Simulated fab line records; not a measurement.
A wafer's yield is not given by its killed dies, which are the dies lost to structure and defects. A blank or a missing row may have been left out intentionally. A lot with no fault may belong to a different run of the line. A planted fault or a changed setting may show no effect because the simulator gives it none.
Chamber matching / flow nand-harc / 4 sister chambers for NHARC_A_CHANNEL_FILL_D2_ALD_16 on ald-hk-04
The step deposits SiO2, target thk 1.5 nm, pulse time 10 s, ald cycles 15. 7 wafers are shown with their chamber, then 8 later ones without.

== EACH WAFER AND ITS CHAMBER ==
wafer=L079.1; chamber=0; heater-power-w (W)=531; precursor-pulse-height-rel=1.001
wafer=L085.3; chamber=1; heater-power-w (W)=460; precursor-pulse-height-rel=1.013
wafer=L085.5; chamber=1; heater-power-w (W)=474; precursor-pulse-height-rel=0.992
wafer=L091.3; chamber=2; heater-power-w (W)=522; precursor-pulse-height-rel=1.006
wafer=L091.4; chamber=3; heater-power-w (W)=507; precursor-pulse-height-rel=1.008
wafer=L091.5; chamber=2; heater-power-w (W)=519; precursor-pulse-height-rel=1.011
wafer=L094.1; chamber=3; heater-power-w (W)=515; precursor-pulse-height-rel=1.024

== WAFERS WITH NO CHAMBER GIVEN ==
wafer=L094.2; heater-power-w (W)=461; precursor-pulse-height-rel=1.003
wafer=L094.5; heater-power-w (W)=462; precursor-pulse-height-rel=0.981
wafer=L095.2; heater-power-w (W)=535; precursor-pulse-height-rel=1.016
wafer=L095.4; heater-power-w (W)=503; precursor-pulse-height-rel=0.985
wafer=L095.5; heater-power-w (W)=510; precursor-pulse-height-rel=1.023
wafer=L096.2; heater-power-w (W)=509; precursor-pulse-height-rel=1.012
wafer=L096.3; heater-power-w (W)=453; precursor-pulse-height-rel=0.994
wafer=L096.4; heater-power-w (W)=504; precursor-pulse-height-rel=1.000

== WHICH CHAMBER EACH ONE RAN IN ==
wafer=L094.2; from the rows above=1; in truth=1
wafer=L094.5; from the rows above=1; in truth=1
wafer=L095.2; from the rows above=can't be placed: 0 or 2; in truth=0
wafer=L095.4; from the rows above=can't be placed: 3 or 2 or 0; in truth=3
wafer=L095.5; from the rows above=can't be placed: 3 or 2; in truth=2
wafer=L096.2; from the rows above=can't be placed: 3 or 2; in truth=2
wafer=L096.3; from the rows above=1; in truth=1
wafer=L096.4; from the rows above=can't be placed: 3 or 2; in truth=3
Correctly placed: 3 of 8. Cannot be placed on the basis of these rows: 5; the candidates contain the true chamber in 5. 0 placed wrongly.
How it was worked out, from the rows above alone: a wafer's distance from a chamber is the root of the sum, over the readings, of the square of ((its reading less the chamber's mean) divided by the reading's scatter). If the next closest chamber is less than 2 further off than the closest, the wafer can't be placed; otherwise it belongs to the closest. The mean given for a chamber averages the wafers shown for that chamber. How the scatter is found: for the shown wafers, subtract from each reading the mean of its chamber, square and add these, divide the total by (wafers less chambers), then take the root.
